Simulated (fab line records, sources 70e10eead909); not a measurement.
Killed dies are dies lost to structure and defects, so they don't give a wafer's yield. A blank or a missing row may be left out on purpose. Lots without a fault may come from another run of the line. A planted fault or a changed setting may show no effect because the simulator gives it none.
A struck lot beside a sound one | flow nand_harc | 12 steps out of a route of 1159
Sound: wafers L551.2, L551.3, L551.4. Struck: wafers L570.1, L570.2, L570.3. The cause comes at the end.
At each step with rows: each side's tool, then ch and its chambers, then its first start. Under that, the readings that differ: sound wafers | struck wafers | difference of the means | sigmas: that difference in standard deviations of wafers without a fault.
alike: readings whose means differ by less than 2 such deviations, and words and numbers that are the same on both sides. not compared: withheld readings, readings that some wafer has no value for, bounds like >300 that may hide the same value, and numbers for which the record gives no deviation and whose values overlap.
The two part at a step that has a row with sigmas, a row that says differs or no value, or rows on one side only. Numbers that don't overlap but have no deviation are shown without sigmas and don't part them. A reading that every wafer of one side lacks parts them only if that side has two wafers or more.

NHARC_A_ZERO_WELL_INSPECT_17:
  sound on defect_inspect-01, day 7 09:00; struck on defect_inspect-01, day 12 01:28
  alike: raw_defect_count
then, 3 steps without rows for these wafers: NHARC_A_SOURCE_PLATE_PRECLEAN_00 (cleans in HF-LAST, time 60 s); NHARC_A_SOURCE_PLATE_SRD_01; NHARC_A_SOURCE_PLATE_OXIDE_02 (material SiO2, target thk 10 nm, ox time 1362 s).
NHARC_A_SOURCE_PLATE_THK_MEAS_09: measures by ellipsometry.
  sound on film_metro-01, day 7 16:28; struck on film_metro-02, day 12 08:54
  alike: thk_nm
then, 3 steps without rows for these wafers: NHARC_A_SOURCE_PLATE_PVD_04 (deposits WSi2, target thk 50 nm); NHARC_A_SOURCE_PLATE_CVD_03 (deposits poly-Si, target thk 200 nm, time 4000 s); NHARC_A_SOURCE_PLATE_ANNEAL_05 (time 1800 s).
NHARC_A_SOURCE_PLATE_THK_MEAS_06: measures by ellipsometry.
  sound on film_metro-02, day 8 05:26; struck on film_metro-01, day 13 00:03
  reading     | sound             | struck            | difference | sigmas
  thk_nm (nm) | 201.6 201.1 203.6 | 196.8 195.3 199.4 | -4.9       | -2
NHARC_A_SOURCE_PLATE_INSPECT_08:
  sound on defect_inspect-02, day 8 05:32; struck on defect_inspect-02, day 13 00:07
  reading          | sound    | struck      | difference | sigmas
  raw_defect_count | 32 21 37 | 156 128 113 | +102       | +4
NHARC_A_ONON_D1_DEP_00: target thk 1000 nm.
  sound on pecvd_onon-04 ch 0, day 8 05:40; struck on pecvd_onon-03, day 13 00:11
  no value came back on the struck wafers for n2_flow_sccm (sccm), n2o_flow_sccm (sccm); on the sound wafers n2_flow_sccm (sccm) reads 2748 2740 2742
NHARC_END_SORT_01:
  the record has rows for the sound wafers here (prober-02 ch 0, day 19 13:09) and none for the struck ones

WHERE THEY PART
First at NHARC_A_SOURCE_PLATE_THK_MEAS_06; last, within this record, at NHARC_END_SORT_01.

WHY: what the simulator had put in
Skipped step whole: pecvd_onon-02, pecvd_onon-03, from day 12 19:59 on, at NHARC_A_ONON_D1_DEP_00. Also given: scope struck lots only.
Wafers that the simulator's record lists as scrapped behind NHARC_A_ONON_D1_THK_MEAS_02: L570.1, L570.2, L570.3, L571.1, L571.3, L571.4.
